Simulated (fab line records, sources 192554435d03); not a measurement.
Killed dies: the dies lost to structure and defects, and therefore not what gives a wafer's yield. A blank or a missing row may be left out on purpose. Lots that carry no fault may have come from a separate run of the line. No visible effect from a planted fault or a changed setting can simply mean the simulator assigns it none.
The tool behind it: which one? + flow n5 finfet + 24 lots with 72 wafers sampled at 4 steps, on a route of 1938 steps

== WHAT EACH GAUGE READ, for each wafer ==
N5_BEOL_M4_INSPECT_59: inspects for defects (darkfield). Usual: raw defect count at 88, with a standard deviation of 31.
| lot  | measured     | on                | raw defect count | flag |
|------|--------------|-------------------|------------------|------|
| L074 | day 8 06:52  | defect inspect-02 | 100 46 86        |      |
| L076 | day 8 09:46  | defect inspect-02 | 72 80 84         |      |
| L075 | day 8 23:35  | defect inspect-01 | 127 112 60       |      |
| L077 | day 9 04:03  | defect inspect-01 | 55 64 111        |      |
| L078 | day 9 07:07  | defect inspect-02 | 21 65 52         |      |
| L080 | day 9 13:58  | defect inspect-01 | 81 101 151       |      |
| L079 | day 9 17:01  | defect inspect-02 | 75 92 103        |      |
| L082 | day 9 21:12  | defect inspect-02 | 107 103 69       |      |
| L081 | day 10 09:41 | defect inspect-01 | 64 78 36         |      |
| L084 | day 10 10:58 | defect inspect-02 | 54 77 129        |      |
| L083 | day 10 09:10 | defect inspect-01 | 82 131 96        |      |
| L085 | day 11 05:13 | defect inspect-02 | 135 145 90       |      |
| L087 | day 11 15:50 | defect inspect-02 | 71 33 52         |      |
| L086 | day 11 16:28 | defect inspect-01 | 77 59 57         |      |
| L088 | day 11 22:14 | defect inspect-02 | 48 148 75        |      |
| L089 | day 12 00:10 | defect inspect-01 | 119 92 84        |      |
| L090 | day 12 00:13 | defect inspect-02 | 99 86 98         |      |
| L091 | day 12 08:16 | defect inspect-01 | 71 51 45         |      |
| L092 | day 12 08:05 | defect inspect-01 | 97 91 107        |      |
| L093 | day 13 05:03 | defect inspect-01 | 182 119 119      |      |
| L095 | day 13 07:55 | defect inspect-01 | 127 61 107       |      |
| L094 | day 13 09:19 | defect inspect-01 | 150 89 108       |      |
| L096 | day 13 10:32 | defect inspect-02 | 96 83 62         |      |
| L097 | day 14 02:47 | defect inspect-01 | 90 67 40         |      |

N5_BEOL_M5_CD_MEAS_11: target cd 27.74 nm. Usual: cd nm at 28.07 nm, with a standard deviation of 0.27.
| lot  | measured     | on        | cd nm (nm)        | flag |
|------|--------------|-----------|-------------------|------|
| L074 | day 8 09:38  | cd sem-01 | 27.91 28.22 28.14 |      |
| L076 | day 8 12:44  | cd sem-02 | 28.07 28.47 28.16 |      |
| L075 | day 9 03:34  | cd sem-03 | 27.83 27.89 27.97 |      |
| L077 | day 9 06:41  | cd sem-02 | 28.57 27.97 28.46 |      |
| L078 | day 9 09:47  | cd sem-01 | 28.31 28.08 28.05 |      |
| L080 | day 9 17:07  | cd sem-02 | 28.04 28.23 28.79 |      |
| L079 | day 9 20:28  | cd sem-02 | 28.51 27.89 27.96 |      |
| L082 | day 9 23:41  | cd sem-01 | 28.02 28.25 28.33 |      |
| L081 | day 10 12:07 | cd sem-03 | 28.73 28.35 28.01 |      |
| L084 | day 10 15:13 | cd sem-01 | 27.92 28.25 27.79 |      |
| L083 | day 10 11:53 | cd sem-01 | 28.18 28.22 28.16 |      |
| L085 | day 11 08:06 | cd sem-02 | 28.13 28.23 28.00 |      |
| L087 | day 11 18:55 | cd sem-03 | 27.67 27.72 27.88 |      |
| L086 | day 11 19:09 | cd sem-03 | 27.74 27.59 28.37 |      |
| L088 | day 12 02:49 | cd sem-01 | 28.43 27.92 28.24 |      |
| L089 | day 12 03:35 | cd sem-02 | 28.20 27.72 28.61 |      |
| L090 | day 12 03:49 | cd sem-02 | 28.16 27.94 27.87 |      |
| L091 | day 12 13:23 | cd sem-03 | 27.63 28.33 28.01 |      |
| L092 | day 12 13:08 | cd sem-01 | 27.95 27.83 27.60 |      |
| L093 | day 13 07:38 | cd sem-01 | 28.11 27.47 28.02 |      |
| L095 | day 13 11:10 | cd sem-02 | 27.80 27.53 28.10 |      |
| L094 | day 13 12:30 | cd sem-02 | 28.22 28.22 28.06 |      |
| L096 | day 13 13:10 | cd sem-03 | 27.80 27.80 28.09 |      |
| L097 | day 14 05:43 | cd sem-03 | 28.26 28.23 27.77 |      |

== WHAT TOOL EACH LOT RAN ON (gives the tool, then ch and the chambers of the sampled wafers, and finally the start) ==
| lot  | N5_BEOL_M3_CO_CAP_55             | N5_BEOL_M5_HM_DEP_02         |
|------|----------------------------------|------------------------------|
| L074 | cvd co-01 ch 0,1, day 7 16:17    | pvd sputter-03, day 8 09:14  |
| L076 | cvd co-01 ch 0,1,2, day 8 01:42  | pvd sputter-02, day 8 12:20  |
| L075 | cvd co-02 ch 0,1,2, day 8 10:19  | pvd sputter-01, day 9 03:02  |
| L077 | cvd co-01 ch 0,1,2, day 8 13:16  | pvd sputter-03, day 9 06:10  |
| L078 | cvd co-02 ch 0,1,2, day 8 16:04  | pvd sputter-02, day 9 09:23  |
| L080 | cvd co-01 ch 0,2, day 9 03:46    | pvd sputter-02, day 9 16:36  |
| L079 | cvd co-01 ch 0,1,2, day 9 07:25  | pvd sputter-01, day 9 19:57  |
| L082 | cvd co-02 ch 0,2, day 9 11:49    | pvd sputter-01, day 9 23:17  |
| L081 | cvd co-02 ch 0,2, day 9 20:16    | pvd sputter-02, day 10 11:35 |
| L084 | cvd co-01 ch 0,1, day 9 23:11    | pvd sputter-01, day 10 14:43 |
| L083 | cvd co-01 ch 0,1,2, day 9 23:25  | pvd sputter-02, day 10 11:29 |
| L085 | cvd co-01 ch 0,1, day 10 14:52   | pvd sputter-02, day 11 07:43 |
| L087 | cvd co-01 ch 0,1, day 11 03:03   | pvd sputter-01, day 11 18:32 |
| L086 | cvd co-02 ch 0,2, day 11 04:32   | pvd sputter-01, day 11 18:38 |
| L088 | cvd co-02 ch 0,2, day 11 08:40   | pvd sputter-01, day 12 02:26 |
| L089 | cvd co-02 ch 0,1,2, day 11 11:03 | pvd sputter-01, day 12 03:11 |
| L090 | cvd co-01 ch 0,1,2, day 11 11:31 | pvd sputter-01, day 12 03:17 |
| L091 | cvd co-02 ch 0,1,2, day 11 19:57 | pvd sputter-01, day 12 12:51 |
| L092 | cvd co-02 ch 0,1,2, day 11 23:04 | pvd sputter-01, day 12 12:45 |
| L093 | cvd co-02 ch 1,2, day 12 17:26   | pvd sputter-03, day 13 07:15 |
| L095 | cvd co-02 ch 0,1,2, day 12 21:48 | pvd sputter-03, day 13 10:37 |
| L094 | cvd co-02 ch 0,1, day 12 23:44   | pvd sputter-03, day 13 12:07 |
| L096 | cvd co-01 ch 1,2, day 13 02:51   | pvd sputter-02, day 13 12:40 |
| L097 | cvd co-02 ch 0,1,2, day 13 17:32 | pvd sputter-02, day 14 05:11 |
- N5_BEOL_M3_CO_CAP_55: material Co, precursor CCTBA/H2, target thk 2 nm, time 102.1 s.
- N5_BEOL_M5_HM_DEP_02: deposits TiN, target thk 20 nm.

== WHAT THE TOOLS THEMSELVES READ (means of the sampled wafers that have a number; where no wafer has one, the mark that the record gives instead) ==
N5_BEOL_M3_CO_CAP_55. Usual: heater power w at 237 W, with a standard deviation of 20.
| lot  | tool      | heater power w (W) | flag |
|------|-----------|--------------------|------|
| L074 | cvd co-01 | 257                |      |
| L076 | cvd co-01 | 240                |      |
| L075 | cvd co-02 | 236                |      |
| L077 | cvd co-01 | 236                |      |
| L078 | cvd co-02 | 236                |      |
| L080 | cvd co-01 | 220                |      |
| L079 | cvd co-01 | 233                |      |
| L082 | cvd co-02 | 243                |      |
| L081 | cvd co-02 | 234                |      |
| L084 | cvd co-01 | 241                |      |
| L083 | cvd co-01 | 235                |      |
| L085 | cvd co-01 | 242                |      |
| L087 | cvd co-01 | 245                |      |
| L086 | cvd co-02 | 244                |      |
| L088 | cvd co-02 | 233                |      |
| L089 | cvd co-02 | 236                |      |
| L090 | cvd co-01 | 236                |      |
| L091 | cvd co-02 | 236                |      |
| L092 | cvd co-02 | 236                |      |
| L093 | cvd co-02 | 225                |      |
| L095 | cvd co-02 | 239                |      |
| L094 | cvd co-02 | 240                |      |
| L096 | cvd co-01 | 236                |      |
| L097 | cvd co-02 | 234                |      |

N5_BEOL_M5_HM_DEP_02. Usual: substrate temp c 24.99 C, standard deviation 0.11; throttle valve pct 30.4 %, standard deviation 0.87.
| lot  | tool           | substrate temp c (C) | throttle valve pct (%) | flag |
|------|----------------|----------------------|------------------------|------|
| L074 | pvd sputter-03 | 25.11                | 29.9                   |      |
| L076 | pvd sputter-02 | 25.12                | 29.3                   |      |
| L075 | pvd sputter-01 | 25.09                | 30.7                   |      |
| L077 | pvd sputter-03 | 24.98                | 30.6                   |      |
| L078 | pvd sputter-02 | 25.03                | 31.0                   |      |
| L080 | pvd sputter-02 | 24.95                | 30.4                   |      |
| L079 | pvd sputter-01 | 24.98                | 30.3                   |      |
| L082 | pvd sputter-01 | 24.95                | 30.6                   |      |
| L081 | pvd sputter-02 | 25.12                | 29.9                   |      |
| L084 | pvd sputter-01 | 24.97                | 30.3                   |      |
| L083 | pvd sputter-02 | 25.00                | 30.0                   |      |
| L085 | pvd sputter-02 | 24.91                | 31.0                   |      |
| L087 | pvd sputter-01 | 25.02                | 30.3                   |      |
| L086 | pvd sputter-01 | 24.98                | 30.2                   |      |
| L088 | pvd sputter-01 | 25.08                | 30.6                   |      |
| L089 | pvd sputter-01 | 25.02                | 30.3                   |      |
| L090 | pvd sputter-01 | 25.02                | 30.5                   |      |
| L091 | pvd sputter-01 | 25.02                | 30.0                   |      |
| L092 | pvd sputter-01 | 24.98                | 30.2                   |      |
| L093 | pvd sputter-03 | 24.95                | 30.3                   |      |
| L095 | pvd sputter-03 | 25.01                | 30.1                   |      |
| L094 | pvd sputter-03 | 25.02                | 30.2                   |      |
| L096 | pvd sputter-02 | 25.07                | 30.5                   |      |
| L097 | pvd sputter-02 | 24.87                | 30.2                   |      |

== THE ANSWER, worked out from the rows above alone ==
Rule: take the mean of a lot's wafers that have a number; if it is more than 3 standard deviations from the usual mean, the lot is off. A lot without any number at a reading at which 4 lots or more have one is off too. Where the step has rows for the other lots, those lots are counted as sound. Order of review: gauges by route order, followed by the tools' own readings, for which a lot's mean as printed above is used. At the first step where some lot is off, the reading lying furthest off is the one used; lots without a number count as furthest.
None of the lots is off at any reading shown; this tells nothing.

== WHAT THE SIMULATOR PUT IN ==
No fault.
